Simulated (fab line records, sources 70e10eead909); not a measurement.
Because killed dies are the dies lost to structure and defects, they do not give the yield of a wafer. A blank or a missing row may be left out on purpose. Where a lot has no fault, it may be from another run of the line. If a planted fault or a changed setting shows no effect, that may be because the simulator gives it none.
fab line records	flow nand-harc
record lots=12	wafers=34	last-day=34
route steps=1302 shown A_STAIRCASE@870 A_SLIT@928 END@1302
lots that met no fault: from a run of the same line without faults
start-h: start of the lot's first displayed wafer, in hours after the record's first day	wait-h: hours elapsed since this lot's preceding step	" same as the row above	L1.1+2: a row that stands for several wafers	- no value, or no start was given	* or withheld: withheld	< > ~ a bound
route shown NAME@n: names a module that has steps shown in the file, with the first one's number in the route	usual: mean and standard deviation over wafers with no fault	same: alike in all rows	chamber/n: place in a boat	sites: the reading at each site	_std_site: the values' standard deviation	_edge_site: mean of outer sites minus mean of inner sites	radius-mm: how far each site lies from the wafer's centre	mask NAME#n: copy n	behind: tool/chamber where the wafer was last shaped	hold: reason for holding the lot/hours on hold/outcome of the hold	device: the n, p or np transistor that did not switch	end of line: the route-end tests of the same wafers	a step without rows: its recipe alone	killed: at the first sort, the dies lost to defects and structure; wafer yield is something else	map: shows each die of a wafer: x if killed, . if not, _ if none is there
set.NAME: setting as actually run; set.NAME@STEP: the setting as run at that earlier step	model.NAME: the simulator's own value behind a step, which no gauge read
one table for each step of the route and one row for each wafer, over a sample of lots
services: a tool's chamber out of use, with start hour (start-h, from the record's first day; less than 0 if before it), hours out, and reason
## steps
# step NHARC_A_STAIRCASE_ETCH_444
# recipe target-depth-a=2.04e+05	time-s=6800	c4f8-flow-sccm=20	o2-flow-sccm=10	ar-flow-sccm=withheld	rf-w=600	bias-w=1000	chemistry=C4F8/O2
# usual chamber-pressure-mTorr=24.999/0.024	oes-product-au=0.934/0.018	rf-fwd-power-W=600.0/1.9	rf-vpp-V=806/4.3
lot.wafer	tool	chamber	start-h	wait-h	chamber-pressure-mTorr	oes-product-au	rf-fwd-power-W	rf-hours-counter-h	rf-vpp-V
L250.3	rie-diel-12	0	425.85	0.1	24.996	0.922	602.6	41	804
L250.5	"	0	427.74	1.9	25.023	0.920	601.8	-	805
L250.6	"	1	"	"	24.944	0.921	598.9	-	802
L252.3	rie-diel-07	1	444.42	0.1	24.986	0.925	598.6	46	802
L252.1	"	0	445.68	1.3	25.037	0.916	599.4	35	806
L252.4	"	1	"	"	24.969	0.935	601.9	-	804
L256.2	rie-diel-12	1	473.72	0.5	24.960	0.953	599.3	9	804
L256.3	"	2	"	"	25.003	0.964	602.3	7	809
L256.4	"	3	"	"	25.012	0.958	600.5	8	809
L258.1	rie-diel-12	2	511.24	0.1	24.984	0.934	598.7	18	811
L258.4	"	3	"	"	25.023	0.914	599.6	18	809
L258.6	"	2	513.16	1.9	25.016	0.931	599.1	-	811
L260.2	rie-diel-12	0	533.75	0.1	24.989	0.926	603.0	30	804
L260.1	"	3	535.18	1.5	25.007	0.911	598.5	26	809
L260.6	"	0	"	"	25.024	0.923	602.4	-	803
L259.4	rie-diel-08	3	534.47	0.6	25.053	0.930	601.0	47	810
L259.3	"	1	"	"	25.013	0.939	599.1	53	801
L259.6	"	3	"	"	25.040	0.930	601.4	-	811
L263.2	rie-diel-12	3	547.36	1.5	25.005	0.916	600.2	31	809
L263.6	"	3	549.24	3.3	24.991	0.919	598.4	-	808
L262.4	rie-diel-07	3	552.88	0.2	25.008	0.949	601.8	25	801
L262.3	"	2	554.27	1.6	24.953	0.939	604.4	24	806
L270.2	rie-diel-08	3	629.40	0.2	24.960	0.920	599.6	23	811
L270.3	"	2	630.81	1.6	25.029	0.913	600.2	24	809
L270.5	"	0	"	"	25.006	0.932	598.6	-	815
L271.3	rie-diel-12	3	639.15	0.2	24.971	0.967	599.3	3	809
L271.6	"	3	641.04	2.1	25.023	0.964	597.9	-	809
L271.4	"	1	642.30	3.4	25.020	0.940	601.1	-	802
L272.4	rie-diel-08	1	639.46	0.6	25.036	0.928	599.3	28	802
L272.3	"	2	"	"	25.009	0.915	600.5	29	809
L272.1	"	3	"	"	24.983	0.909	601.8	30	809
L273.4	rie-diel-08	0	680.80	0.1	24.994	0.970	598.7	46	816
L273.1	"	1	"	"	24.943	0.952	598.1	44	801
L273.5	"	0	682.69	1.9	25.029	0.980	598.7	-	814
# step NHARC_A_SLIT_SOFTBAKE_04
# recipe temp-c=105	time-s=55
# usual chill-plate-temp-C=23.00/0.11	exhaust-pa=45.0/0.86	heater-power-total-W=188.44/0.12
lot.wafer	tool	chamber	start-h	wait-h	chill-plate-temp-C	exhaust-pa	heater-power-total-W
L250.3	litho-track-01	0	445	-	23.17	46.7	188.48
L250.5	"	0	"	"	22.99	45.4	188.29
L250.6	"	0	"	"	23.05	46.6	188.30
L252.1	litho-track-01	0	464	-	22.93	44.8	188.47
L252.3	"	0	"	"	22.91	45.7	188.29
L252.4	"	0	"	"	23.01	45.7	188.44
L256.2	litho-track-01	0	495	-	22.97	45.2	188.58
L256.3	"	0	"	"	23.07	45.6	188.37
L256.4	"	0	"	"	23.07	45.7	188.43
L258.1	litho-track-01	0	530	-	22.98	45.7	188.46
L258.4	"	0	"	"	22.89	44.6	188.34
L258.6	"	0	"	"	23.11	44.7	188.50
L259.3	litho-track-01	0	552	-	22.92	44.7	188.37
L259.4	"	0	"	"	22.88	44.6	188.39
L259.6	"	0	"	"	23.05	44.8	188.45
L260.1	litho-track-01	0	553	-	23.18	45.5	188.36
L260.2	"	0	"	"	23.07	44.8	188.39
L260.6	"	0	"	"	23.10	44.7	208.00
L263.2	litho-track-01	0	566	-	22.92	44.8	188.33
L263.6	"	0	"	"	23.13	45.5	207.84
L262.3	litho-track-01	0	576	-	22.98	45.6	208.04
L262.4	"	0	"	"	22.90	45.1	188.31
L270.2	litho-track-01	0	648	-	22.93	42.9	188.50
L270.3	"	0	"	"	22.91	45.1	188.57
L270.5	"	0	"	"	23.00	45.4	188.52
L272.1	litho-track-06	0	658	-	22.97	45.5	188.25
L272.3	"	0	"	"	22.82	45.5	188.43
L272.4	"	0	"	"	23.07	45.0	188.70
L271.3	litho-track-01	0	659	-	22.82	42.9	188.74
L271.4	"	0	"	"	22.89	43.2	188.39
L271.6	"	0	"	"	23.06	42.7	188.64
L273.1	litho-track-04	0	703	-	22.92	44.3	188.30
L273.4	"	0	"	"	22.86	44.1	188.47
L273.5	"	0	"	"	22.98	44.1	188.41
# step NHARC_A_SLIT_ETCH_29
# recipe target-depth-a=1000	overetch-a=100	time-s=55	ion-energy-ev=100	cf4-flow-sccm=80	o2-flow-sccm=20	ar-flow-sccm=0	rf-w=300	bias-w=100	chemistry=CF4/O2
# usual chamber-pressure-mTorr=29.998/0.026	drypump-motor-current-A=5.5/0.55	oes-product-au=1.003/0.013	rf-fwd-power-W=296.7/1.5	rf-vpp-V=197.7/1.2	showerhead-plenum-p-Torr=1.33/0.041	throttle-valve-pct=13.398/0.0091
lot.wafer	tool	chamber	start-h	wait-h	chamber-pressure-mTorr	drypump-motor-current-A	oes-product-au	rf-fwd-power-W	rf-hours-counter-h	rf-vpp-V	showerhead-plenum-p-Torr	throttle-valve-pct
L250.3	rie-diel-05	1	451.66	0.1	30.035	5.7	0.997	294.3	1.9	198.3	1.35	13.394
L250.5	"	3	"	"	29.984	6.6	1.009	298.3	-	197.3	1.29	13.395
L250.6	"	0	"	"	29.978	6.3	0.997	295.7	-	196.1	1.31	13.388
L252.3	rie-diel-10	1	471.12	0.1	30.029	4.9	0.989	298.7	1.7	197.9	1.32	13.380
L252.1	"	2	"	"	30.021	5.1	1.025	296.2	2.6	199.7	1.38	13.392
L252.4	"	2	"	"	30.032	5.1	1.023	297.4	-	198.0	1.38	13.392
L256.4	rie-diel-10	2	502.00	0.5	29.947	5.1	1.018	296.3	4.6	199.4	1.38	13.387
L256.3	"	3	"	"	30.008	5.2	0.994	293.5	4.2	199.0	1.35	13.402
L256.2	"	0	"	"	30.025	5.3	1.019	299.3	3.3	196.1	1.25	13.400
L258.4	rie-diel-09	3	536.55	0.1	29.986	5.5	1.020	295.8	1.2	197.7	1.30	13.403
L258.1	"	2	"	"	29.991	5.4	1.000	298.2	1.2	196.0	1.28	13.398
L258.6	"	3	"	"	30.007	5.5	1.022	296.3	-	196.6	1.30	13.390
L259.3	rie-diel-05	2	560.59	0.1	30.031	6.0	1.001	297.4	8.9	199.2	1.39	13.405
L259.4	"	3	"	"	30.004	6.6	1.003	298.4	9.6	197.5	1.28	13.396
L259.6	"	1	"	"	29.989	5.7	1.002	297.4	-	197.8	1.35	13.393
L260.2	rie-diel-05	2	563.98	0.1	30.029	6.0	1.009	296.3	9.0	198.7	1.39	13.406
L260.1	"	1	"	"	29.943	5.7	1.000	295.8	10.2	197.8	1.35	13.397
L260.6	"	3	"	"	30.000	6.7	0.999	297.6	-	196.2	1.28	13.395
L263.2	rie-diel-10	2	573.12	0.1	29.963	5.0	1.016	296.2	8.4	198.7	1.38	13.394
L263.6	"	2	"	"	29.970	5.0	1.012	296.4	-	199.7	1.38	13.397
L262.3	rie-diel-05	3	583.79	0.1	29.961	6.7	0.990	298.2	11.5	198.0	1.28	13.401
L262.4	"	2	"	"	29.947	6.0	0.996	296.1	-	197.4	1.39	13.389
L270.3	rie-diel-05	2	654.55	0.1	29.990	6.0	1.008	296.7	4.1	198.4	1.39	13.397
L270.2	"	0	"	"	29.978	6.3	0.994	296.2	3.3	196.5	1.30	13.400
L270.5	"	1	"	"	30.013	5.7	0.992	294.4	-	197.8	1.35	13.394
L272.3	rie-diel-10	1	666.65	0.1	29.977	4.9	1.004	297.5	2.7	197.8	1.32	13.389
L272.4	"	3	"	"	30.005	5.2	1.022	294.1	4.0	198.3	1.35	13.409
L272.1	"	0	"	"	29.974	5.3	1.015	299.2	3.7	196.1	1.25	13.396
L271.4	rie-diel-09	1	669.00	0.1	30.011	4.7	1.003	297.2	7.9	197.9	1.36	13.385
L271.3	"	2	"	"	29.963	5.4	0.996	298.3	6.0	196.5	1.28	13.413
L271.6	"	2	"	"	30.001	5.4	0.997	298.7	-	196.1	1.28	13.400
L273.4	rie-diel-10	3	711.14	0.1	29.980	5.2	1.016	295.0	7.2	196.8	1.35	13.387
L273.1	"	1	"	"	29.980	4.9	1.005	296.6	5.9	196.3	1.32	13.408
L273.5	"	0	"	"	30.000	5.2	1.029	299.7	-	196.9	1.24	13.409
# step NHARC_A_SLIT_CD_MEAS_21
# usual cd-nm=289.9/0.95
lot.wafer	tool	chamber	start-h	wait-h	cd-nm
L250.3	cd-sem-02	-	452.20	-	289.7
L250.5	"	-	"	"	289.3
L250.6	"	-	"	"	290.5
L252.1	cd-sem-02	-	471.71	-	290.7
L252.3	"	-	"	"	291.2
L252.4	"	-	"	"	291.7
L256.2	cd-sem-03	-	502.54	-	289.3
L256.3	"	-	"	"	287.7
L256.4	"	-	"	"	290.9
L258.1	cd-sem-02	-	537.08	-	289.4
L258.4	"	-	"	"	290.7
L258.6	"	-	"	"	291.5
L259.3	cd-sem-02	-	561.12	-	290.7
L259.4	"	-	"	"	288.8
L259.6	"	-	"	"	289.8
L260.1	cd-sem-03	-	564.52	-	289.4
L260.2	"	-	"	"	290.2
L260.6	"	-	"	"	287.9
L263.2	cd-sem-03	-	573.65	-	290.6
L263.6	"	-	"	"	291.8
L262.3	cd-sem-03	-	584.40	-	287.6
L262.4	"	-	"	"	289.5
L270.2	cd-sem-03	-	655.09	-	290.1
L270.3	"	-	"	"	290.4
L270.5	"	-	"	"	290.2
L272.1	cd-sem-03	-	667.19	-	291.4
L272.3	"	-	"	"	289.9
L272.4	"	-	"	"	290.9
L271.3	cd-sem-01	-	669.54	-	290.0
L271.4	"	-	"	"	288.3
L271.6	"	-	"	"	288.4
L273.1	cd-sem-03	-	711.67	-	290.9
L273.4	"	-	"	"	291.7
L273.5	"	-	"	"	290.7
# step NHARC_END_SORT_01
# recipe temp-c=25
# usual killed-at-array=56/17	killed-at-other=1.2/1.4	killed-at-periphery=4/3.2	killed-dies=61/16	killed-open=3.6/2.1	killed-short=2.7/1.8
# same gross-dies=677
lot.wafer	tool	chamber	start-h	wait-h	killed-at-array	killed-at-other	killed-at-periphery	killed-dies	killed-open	killed-short
L250.3	prober-01	0	561.11	3.1	41	0	8	49	3	2
L250.5	prober-01	0	562.69	3.7	40	0	3	43	3	0
L250.6	prober-01	0	563.48	4.0	40	0	6	46	5	5
L263.2	prober-02	0	684.91	2.8	44	3	3	50	0	3
L263.6	prober-02	0	688.04	3.9	35	2	7	44	3	3
L270.2	prober-01	0	764.03	2.8	87	2	1	90	2	1
L270.3	prober-01	0	764.83	3.1	82	3	1	86	2	2
L270.5	prober-01	0	766.43	3.7	85	0	3	88	3	2
L273.1	prober-02	0	821.86	2.5	46	6	16	68	3	2
L273.4	prober-02	0	824.26	3.4	40	1	9	50	3	2
L273.5	prober-02	0	825.06	3.7	60	2	10	72	4	3
# killed by level:class
L250.3 A_SLIT:chamber-film-flake=23 P_ZERO_WELL:chamber-film-flake=6 A_CHANNEL_HOLE_D2:chamber-film-flake=4 A_CHANNEL_FILL_D1:chamber-film-flake=3 P_BONDPAD:chamber-film-flake=2 A_CHANNEL_HOLE_D1:chamber-film-flake=2 A_STAIRCASE:chamber-film-flake=2 A_CHANNEL_HOLE_D1:geometric-particle:short=1
L250.5 A_SLIT:chamber-film-flake=19 A_CHANNEL_HOLE_D2:chamber-film-flake=9 P_ZERO_WELL:chamber-film-flake=3 A_CHANNEL_FILL_D1:chamber-film-flake=2 A_CHANNEL_FILL_D2:chamber-film-flake=2 A_STAIRCASE:chamber-film-flake=2 A_WL_FILL:geometric-particle:open=1 A_CONTACT:geometric-particle:open=1
L250.6 A_SLIT:chamber-film-flake=19 A_CHANNEL_HOLE_D2:chamber-film-flake=8 P_CONTACT:geometric-particle:open=2 A_ONON_D1:geometric-particle:short=2 A_M0:geometric-particle:short=2 P_ZERO_WELL:chamber-film-flake=2 A_STAIRCASE:chamber-film-flake=2 A_CONTACT:chamber-film-flake=2
L263.2 A_CHANNEL_HOLE_D2:chamber-film-flake=14 A_STAIRCASE:chamber-film-flake=11 A_CHANNEL_HOLE_D1:chamber-film-flake=9 A_CONTACT:chamber-film-flake=5 THIN_TSV:chamber-film-flake=3 P_GATE:chamber-film-flake=2 A_CHANNEL_FILL_D1:chamber-film-flake=2 A_ONON_D1:geometric-particle:short=1
L263.6 A_CHANNEL_HOLE_D2:chamber-film-flake=14 A_STAIRCASE:chamber-film-flake=8 A_CHANNEL_HOLE_D1:chamber-film-flake=7 P_STI:chamber-film-flake=2 P_GATE:chamber-film-flake=2 A_CHANNEL_FILL_D1:chamber-film-flake=2 P_CONTACT:geometric-particle:open=1 P_M1:geometric-particle:short=1
L270.2 A_SLIT:chamber-film-flake=36 A_CHANNEL_HOLE_D2:chamber-film-flake=22 A_CHANNEL_HOLE_D1:chamber-film-flake=11 A_CONTACT:chamber-film-flake=7 A_CHANNEL_FILL_D1:chamber-film-flake=3 HYBRID_BOND:chamber-film-flake=2 A_STAIRCASE:chamber-film-flake=2 A_M1:chamber-film-flake=2
L270.3 A_CHANNEL_HOLE_D2:chamber-film-flake=29 A_SLIT:chamber-film-flake=25 A_CHANNEL_HOLE_D1:chamber-film-flake=13 A_CONTACT:chamber-film-flake=4 A_M1:chamber-film-flake=3 A_CHANNEL_FILL_D1:chamber-film-flake=2 A_WL_FILL:chamber-film-flake=2 HYBRID_BOND:chamber-film-flake=2
L270.5 A_SLIT:chamber-film-flake=26 A_CHANNEL_HOLE_D2:chamber-film-flake=21 A_CHANNEL_HOLE_D1:chamber-film-flake=12 A_CONTACT:chamber-film-flake=10 A_WL_FILL:chamber-film-flake=5 A_CHANNEL_FILL_D1:chamber-film-flake=4 A_DECK1_JOINT:chamber-film-flake=2 A_STAIRCASE:chamber-film-flake=2
L273.1 A_SLIT:chamber-film-flake=34 P_CONTACT:chamber-film-flake=10 A_STAIRCASE:chamber-film-flake=5 THIN_TSV:chamber-film-flake=5 A_M0:chamber-film-flake=3 P_BONDPAD:chamber-film-flake=2 P_M0:geometric-particle:open=1 A_ONON_D1:geometric-particle:short=1
L273.4 A_SLIT:chamber-film-flake=27 P_CONTACT:chamber-film-flake=5 A_STAIRCASE:chamber-film-flake=4 A_CONTACT:chamber-film-flake=4 P_M1:geometric-particle:open=2 P_M1:geometric-particle:short=1 A_CHANNEL_FILL_D2:geometric-particle:open=1 A_CHANNEL_FILL_D2:geometric-particle:short=1
L273.5 A_SLIT:chamber-film-flake=37 A_STAIRCASE:chamber-film-flake=5 A_CONTACT:chamber-film-flake=5 P_GATE:chamber-film-flake=3 A_CHANNEL_FILL_D2:geometric-particle:short=2 P_STI:chamber-film-flake=2 P_CONTACT:chamber-film-flake=2 P_BONDPAD:chamber-film-flake=2
## services
tool	chamber	start-h	hours	kind
rie-diel-05	-	406.90	9.0	pm
rie-diel-10	-	419.50	9.0	pm
rie-diel-10	2	430.70	2.5	repair
rie-diel-08	0	431.78	2.8	repair
rie-diel-12	-	447.46	9.0	pm
rie-diel-10	1	456.56	7.0	repair
rie-diel-10	0	462.22	11.4	repair
rie-diel-05	2	464.38	2.4	repair
rie-diel-10	-	492.08	1.9	repair
litho-track-01	-	505.00	7.0	pm
rie-diel-10	-	526.87	2.3	repair
rie-diel-10	2	542.24	5.4	repair
rie-diel-12	1	544.04	2.3	repair
rie-diel-05	0	580.32	37.0	repair
rie-diel-12	2	582.04	17.2	repair
rie-diel-05	-	584.10	9.0	pm
rie-diel-10	-	596.50	9.0	pm
rie-diel-10	-	610.30	0.6	repair
rie-diel-05	1	624.08	2.5	repair
rie-diel-12	-	624.46	9.0	pm
rie-diel-12	1	633.81	3.7	repair
rie-diel-12	2	638.94	16.7	repair
rie-diel-10	-	671.28	1.0	repair
litho-track-01	-	680.00	7.0	pm
## key
first-sign step=NHARC_A_SLIT_SOFTBAKE_04	reading=heater-power-total-W	direction=up	sigmas=99+	usual=*	struck=*
effect none on later readings
met-at NHARC_A_SLIT_SOFTBAKE_04
struck-lots L260,L262,L263
struck-wafers L260.6,L262.3,L263.6
tester-left-out L260,L262,L263
not-acting-at NHARC_A_STAIRCASE_ETCH_444,NHARC_A_SLIT_ETCH_29,NHARC_A_SLIT_CD_MEAS_21
onset-between 552 553
fault kind=process-parameter-drift	tool=litho-track-01	chamber=-	onset-h=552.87	steps=NHARC_A_SLIT_SOFTBAKE_04	channel=time-s	offset=*	shape=step	end-h=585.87	scope=struck-wafers-only	acts-in=*	stated=*
# tester-left-out: of these lots the tester's yield and bins aren't shown, on N5 and GAA mostly nor the transistor test; their killed dies are dies lost to structure and defects alone, not to doping, threshold or leakage, so they don't give the yield
